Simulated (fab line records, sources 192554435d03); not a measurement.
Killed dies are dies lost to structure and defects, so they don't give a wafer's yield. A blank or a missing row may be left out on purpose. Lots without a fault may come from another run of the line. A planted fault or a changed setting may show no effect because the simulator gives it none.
Chamber matching | flow n5_finfet | N5_BEOL_M5_DEP_56 on pecvd-03: 3 sister chambers
The step deposits SiCN from 3MS/NH3, target thk 8 nm, time 14 s. 6 wafers are shown with their chamber, then 8 later ones without.

WAFERS WITH THEIR CHAMBER
wafer  | chamber | throttle_valve_pct (%) | showerhead_plenum_p_Torr (Torr)
L086.2 | 0       | 9.2                    | 3.641
L086.6 | 0       | 9.0                    | 3.650
L087.1 | 2       | 8.1                    | 3.662
L087.3 | 1       | 9.1                    | 3.673
L087.4 | 1       | 9.0                    | 3.672
L089.1 | 2       | 8.1                    | 3.662

WAFERS WITHOUT THEIR CHAMBER
wafer  | throttle_valve_pct (%) | showerhead_plenum_p_Torr (Torr)
L089.2 | 8.9                    | 3.681
L089.6 | 8.3                    | 3.681
L091.2 | 8.9                    | 3.676
L091.4 | 8.9                    | 3.684
L091.5 | 9.0                    | 3.680
L096.1 | 7.9                    | 3.666
L096.4 | 9.2                    | 3.672
L096.5 | 8.9                    | 3.655

WHICH CHAMBER EACH WENT THROUGH
wafer  | from the rows above     | in truth
L089.2 | 1                       | 1
L089.6 | 2                       | 2
L091.2 | 1                       | 1
L091.4 | 1                       | 1
L091.5 | 1                       | 1
L096.1 | 2                       | 2
L096.4 | 1                       | 1
L096.5 | can't be placed: 0 or 1 | 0
Placed correctly: 7 of 8. Can't be placed from these rows: 1 (the true chamber is among the candidates in 1). Placed wrongly: 0.
How it was worked out, from the rows above alone: a wafer's distance from a chamber is the root of the sum, over the readings, of the square of ((its reading less the chamber's mean) divided by the reading's scatter). The wafer belongs to the nearest chamber; if the next one is less than 2 further off, it can't be placed. A chamber's mean is the mean of its shown wafers. The scatter: the root of (the sum of the squares of (reading less its chamber's mean) over the shown wafers, divided by (wafers less chambers)).
